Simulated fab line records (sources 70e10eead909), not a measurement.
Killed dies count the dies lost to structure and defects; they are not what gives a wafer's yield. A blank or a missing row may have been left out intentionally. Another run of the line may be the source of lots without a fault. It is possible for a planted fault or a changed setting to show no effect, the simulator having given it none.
Matching of chambers :: flow nand harc :: NHARC_A_BONDPAD_CMP_19 on cmp-03: 4 sister chambers
The step polishes, t overpolish 30 s, cu recess touch 16 s, target thk 169.82 nm. 8 wafers are shown with their chamber, then 7 later ones without.

== WAFERS WITH THEIR CHAMBER ==
wafer: L292.1
chamber: 0
motor current A (A): 11.0
overpolish run s (s): 30.007

wafer: L292.3
chamber: 3
motor current A (A): 11.1
overpolish run s (s): 29.988

wafer: L301.6
chamber: 1
motor current A (A): 11.2
overpolish run s (s): 29.993

wafer: L305.1
chamber: 2
motor current A (A): 11.3
overpolish run s (s): 30.001

wafer: L305.3
chamber: 1
motor current A (A): 11.9
overpolish run s (s): 29.999

wafer: L305.4
chamber: 0
motor current A (A): 11.8
overpolish run s (s): 30.003

wafer: L304.3
chamber: 2
motor current A (A): 10.7
overpolish run s (s): 30.006

wafer: L304.4
chamber: 3
motor current A (A): 11.0
overpolish run s (s): 29.996

== WAFERS WITHOUT THEIR CHAMBER ==
wafer: L304.5
motor current A (A): 11.7
overpolish run s (s): 29.981

wafer: L306.4
motor current A (A): 11.0
overpolish run s (s): 30.004

wafer: L306.5
motor current A (A): 10.6
overpolish run s (s): 30.000

wafer: L306.6
motor current A (A): 11.8
overpolish run s (s): 30.009

wafer: L308.2
motor current A (A): 10.2
overpolish run s (s): 30.011

wafer: L308.4
motor current A (A): 12.0
overpolish run s (s): 30.002

wafer: L308.6
motor current A (A): 10.8
overpolish run s (s): 30.007

== EACH ONE'S CHAMBER ==
wafer: L304.5
from the rows above: can't be placed: 3 or 1
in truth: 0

wafer: L306.4
from the rows above: can't be placed: 2 or 0
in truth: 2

wafer: L306.5
from the rows above: can't be placed: 2 or 3 or 0 or 1
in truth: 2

wafer: L306.6
from the rows above: can't be placed: 0 or 2 or 1
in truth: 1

wafer: L308.2
from the rows above: can't be placed: 2 or 0
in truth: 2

wafer: L308.4
from the rows above: can't be placed: 0 or 1 or 2 or 3
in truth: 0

wafer: L308.6
from the rows above: can't be placed: 2 or 0
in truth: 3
Correctly placed: 0 of 7. Cannot be placed on the basis of these rows: 7; the candidates contain the true chamber in 5. Wrongly placed: 0.
How it was worked out, from the rows above alone: a wafer's distance from a chamber is the root of the sum, over the readings, of the square of ((its reading less the chamber's mean) divided by the reading's scatter). The wafer belongs to the nearest chamber; if the next one is less than 2 further off, it can't be placed. Each chamber's mean is taken over the wafers shown for it. The scatter: the root of (the sum of the squares of (reading less its chamber's mean) over the shown wafers, divided by (wafers less chambers)).
